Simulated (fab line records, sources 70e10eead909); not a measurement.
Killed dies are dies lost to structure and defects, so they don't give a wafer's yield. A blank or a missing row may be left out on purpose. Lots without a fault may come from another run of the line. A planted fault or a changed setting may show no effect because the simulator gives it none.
Chamber matching | flow nand_harc | NHARC_P_M0_DEP_32 on pecvd-02: 3 sister chambers
The step deposits SiCN, target thk 30 nm. 14 wafers are shown with their chamber, then 7 later ones without.

WAFERS WITH THEIR CHAMBER
wafer  | chamber | heater_power_w (W)
L704.1 | 2       | 531
L704.2 | 1       | 564
L704.5 | 1       | 565
L705.3 | 1       | 525
L705.5 | 1       | 532
L705.6 | 2       | 503
L709.3 | 2       | 534
L709.4 | 0       | 539
L709.5 | 2       | 537
L708.2 | 2       | 514
L708.4 | 2       | 510
L708.5 | 0       | 422
L716.1 | 0       | 480
L716.4 | 1       | 568

SIGNATURES (means of the wafers above)
reading        | chamber 0 | chamber 1 | chamber 2 | scatter within a chamber
heater_power_w | 480.33    | 550.80    | 521.50    | 29.5
Rule: a wafer's distance from a chamber is the root of the sum, over the readings, of the square of ((its reading less the chamber's mean) divided by the reading's scatter). The wafer belongs to the nearest chamber; if the next one is less than 2 further off, it can't be placed. The scatter: the root of (the sum of the squares of (reading less its chamber's mean) over the shown wafers, divided by (wafers less chambers)).

WAFERS WITHOUT THEIR CHAMBER
wafer  | heater_power_w (W)
L716.5 | 508
L718.1 | 453
L718.4 | 490
L718.5 | 589
L721.1 | 489
L721.5 | 478
L721.6 | 592

WHICH CHAMBER EACH WENT THROUGH
wafer  | from the rows above          | in truth
L716.5 | can't be placed: 2 or 0 or 1 | 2
L718.1 | can't be placed: 0 or 2      | 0
L718.4 | can't be placed: 0 or 2 or 1 | 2
L718.5 | can't be placed: 1 or 2      | 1
L721.1 | can't be placed: 0 or 2 or 1 | 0
L721.5 | can't be placed: 0 or 2      | 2
L721.6 | can't be placed: 1 or 2      | 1
Placed correctly: 0 of 7. Can't be placed from these rows: 7 (the true chamber is among the candidates in 7). Placed wrongly: 0.
